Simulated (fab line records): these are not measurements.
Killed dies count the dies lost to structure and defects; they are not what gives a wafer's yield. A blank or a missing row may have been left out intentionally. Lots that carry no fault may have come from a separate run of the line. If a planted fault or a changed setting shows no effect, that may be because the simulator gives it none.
Code-filled problem report in 8D (eight disciplines) form / flow n5 finfet / the parts of the form that need people (team, actions taken, sign-off) are left out

== 1. WHAT IS WRONG ==
etch rf on time s at N5_BEOL_M0_SAQP_ETCH_83 reads a mean of 44.4 s on 4 wafers of 3 lots; wafers without a fault read 65.1 s with a standard deviation of 1.5. That is -14 standard deviations from the usual mean.
The step: etches SiARC in CF4, target depth 39 nm, time 65 s.
First observed at day 9 14:22: wafer L875.3, on rie diel-04. The record has a number at this step for 27 wafers belonging to 10 lots. The rule behind "out" and "out of limits": a value lying over 4 standard deviations away from the usual mean. The other wafers with a number count as sound.

== 2. WHAT IT IS, WHAT IT ISN'T ==
question=which readings at this step | is=etch rf on time s | is not=drypump motor current A, rf vpp V, showerhead plenum p Torr, throttle valve pct
question=which lots | is=L875, L876, L879 | is not=L862, L863, L864, L865, L868, L881, L882
question=which wafers of those lots | is=L875.3, L876.3, L876.5, L879.5 | is not=L875.4, L879.1, L879.6
question=read on which tools | is=rie diel-04 | is not=rie diel-02, rie diel-06
question=when | is=from day 9 14:22 | is not=up to then (16 sound wafers); but 7 sound wafers of L879, L881, L882 came after

== 3. THE SUSPECTS, EACH WITH WHAT RULES IT OUT ==
Counting: if a tool at a process step up to the reading ran every lot that is out, it stays a suspect. Sound lots after the first of them don't rule it out here, since some wafers of a struck lot are sound.
- rie diel-04 at N5_BEOL_M0_SAQP_ETCH_83 (etches SiARC in CF4, target depth 39 nm, time 65 s): kept. Every lot that is out went through it, the first being L875 (day 9 14:22); the last sound lot it ran before that was L868 (day 7 19:58). Its own readings are out on those wafers: etch rf on time s.
The count leaves rie diel-04 at N5_BEOL_M0_SAQP_ETCH_83.

== 4. THE CAUSE (what the simulator had put in) ==
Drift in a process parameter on rie diel-04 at N5_BEOL_M0_SAQP_ETCH_83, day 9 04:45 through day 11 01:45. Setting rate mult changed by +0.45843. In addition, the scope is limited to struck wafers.
This tool alone remained once counting was done.

== 5. THE CHAIN OF EFFECTS, in route order ==
Rows list readings where the struck wafers' mean (over those with a number) sits beyond 3 standard deviations from the usual. Only readings whose record carries a usual standard deviation are examined. hours: median over the lots of the time between each lot's start at the first step of this table that gives one and its start at this step. sigmas: the change, counted in usual standard deviations.
hours=0; step=N5_BEOL_M0_SAQP_ETCH_83; reading=etch rf on time s; usual=65.1 s; on struck wafers=44.4; change=-20.7; sigmas=-14
It contains these process steps:
- N5_BEOL_M0_SAQP_ETCH_83: etches SiARC in CF4, target depth 39 nm, time 65 s.
Later steps that measure or inspect, where all struck wafers having a row at the step show a number for every such reading and not one has moved that far: N5_BEOL_M4_RC_MEAS_101.

== 6. HOW IT WOULD HAVE BEEN CAUGHT EARLIER ==
In this record the first reading out of limits was taken at day 9 14:22, 10 hours after the fault began at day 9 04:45.
